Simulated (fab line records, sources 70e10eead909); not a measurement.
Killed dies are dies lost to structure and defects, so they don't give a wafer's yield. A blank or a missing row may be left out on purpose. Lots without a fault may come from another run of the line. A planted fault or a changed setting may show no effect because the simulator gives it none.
Chamber matching | flow nand_harc | NHARC_A_CHANNEL_FILL_D2_ETCHBACK_20 on rie_diel-01: 4 sister chambers
The step etches the open film in C4F8/O2/Ar, target depth 27 nm, time 13.5 s. 8 wafers are shown with their chamber, then 12 later ones without.

WAFERS WITH THEIR CHAMBER
wafer  | chamber | rf_vpp_V (V) | oes_product_au (a.u.)
L085.4 | 3       | 970          | 0.958
L085.5 | 2       | 984          | 0.961
L088.1 | 1       | 970          | 1.000
L088.2 | 2       | 986          | 0.989
L088.3 | 0       | 972          | 1.013
L088.4 | 3       | 971          | 0.987
L088.5 | 1       | 969          | 1.007
L088.6 | 0       | 974          | 0.992

WAFERS WITHOUT THEIR CHAMBER
wafer  | rf_vpp_V (V) | oes_product_au (a.u.)
L090.1 | 986          | 0.997
L090.4 | 974          | 1.002
L090.5 | 970          | 1.021
L090.2 | 970          | 1.009
L090.3 | 970          | 1.025
L090.6 | 974          | 1.001
L092.3 | 987          | 0.997
L092.4 | 974          | 0.997
L092.5 | 987          | 0.996
L095.2 | 987          | 1.006
L095.4 | 974          | 1.002
L095.5 | 987          | 1.004

WHICH CHAMBER EACH WENT THROUGH
wafer  | from the rows above          | in truth
L090.1 | 2                            | 2
L090.4 | 0                            | 0
L090.5 | can't be placed: 1 or 0 or 3 | 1
L090.2 | can't be placed: 1 or 3      | 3
L090.3 | can't be placed: 1 or 0 or 3 | 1
L090.6 | 0                            | 0
L092.3 | 2                            | 2
L092.4 | 0                            | 0
L092.5 | 2                            | 2
L095.2 | 2                            | 2
L095.4 | 0                            | 0
L095.5 | 2                            | 2
Placed correctly: 9 of 12. Can't be placed from these rows: 3 (the true chamber is among the candidates in 3). Placed wrongly: 0.
How it was worked out, from the rows above alone: a wafer's distance from a chamber is the root of the sum, over the readings, of the square of ((its reading less the chamber's mean) divided by the reading's scatter). The wafer belongs to the nearest chamber; if the next one is less than 2 further off, it can't be placed. A chamber's mean is the mean of its shown wafers. The scatter: the root of (the sum of the squares of (reading less its chamber's mean) over the shown wafers, divided by (wafers less chambers)).
